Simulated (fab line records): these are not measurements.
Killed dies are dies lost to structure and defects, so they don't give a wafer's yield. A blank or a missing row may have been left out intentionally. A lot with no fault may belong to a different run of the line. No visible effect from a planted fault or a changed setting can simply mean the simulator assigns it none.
Chamber matching / flow nand harc / rie diel-08 running NHARC_A_CHANNEL_HOLE_D1_ETCH_34: 4 sister chambers
The step etches the open film in CF4/CHF3, target depth 154 nm, time 77 s. 4 wafers are shown with their chamber, then 8 later ones without.

WAFERS WITH THEIR CHAMBER
wafer=L848.5; chamber=0; showerhead plenum p Torr (Torr)=1.67
wafer=L854.5; chamber=1; showerhead plenum p Torr (Torr)=1.48
wafer=L856.1; chamber=2; showerhead plenum p Torr (Torr)=1.60
wafer=L865.1; chamber=3; showerhead plenum p Torr (Torr)=1.47

WAFERS MISSING THEIR CHAMBER
wafer=L865.3; showerhead plenum p Torr (Torr)=1.47
wafer=L865.6; showerhead plenum p Torr (Torr)=1.60
wafer=L866.1; showerhead plenum p Torr (Torr)=1.66
wafer=L866.2; showerhead plenum p Torr (Torr)=1.47
wafer=L866.3; showerhead plenum p Torr (Torr)=1.60
wafer=L868.1; showerhead plenum p Torr (Torr)=1.47
wafer=L868.2; showerhead plenum p Torr (Torr)=1.66
wafer=L868.3; showerhead plenum p Torr (Torr)=1.47

WHICH CHAMBER EACH ONE RAN IN
wafer=L865.3; from the rows above=3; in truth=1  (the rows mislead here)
wafer=L865.6; from the rows above=2; in truth=2
wafer=L866.1; from the rows above=0; in truth=0
wafer=L866.2; from the rows above=3; in truth=3
wafer=L866.3; from the rows above=2; in truth=2
wafer=L868.1; from the rows above=3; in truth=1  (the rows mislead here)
wafer=L868.2; from the rows above=0; in truth=0
wafer=L868.3; from the rows above=3; in truth=3
Correct placement for 6 of the 8. Number that these rows cannot place: 0. Placed wrongly: 2.
How it was worked out, from the rows above alone: a wafer's distance from a chamber is the root of the sum, over the readings, of the square of ((its reading less the chamber's mean) divided by the reading's scatter). The wafer belongs to the nearest chamber; if the next one is less than 2 further off, it can't be placed. For every chamber, the mean is computed from those of its wafers that are shown. The scatter: with one shown wafer a chamber, the root of the mean of the squares of how far each hidden wafer lies from its nearest shown one.
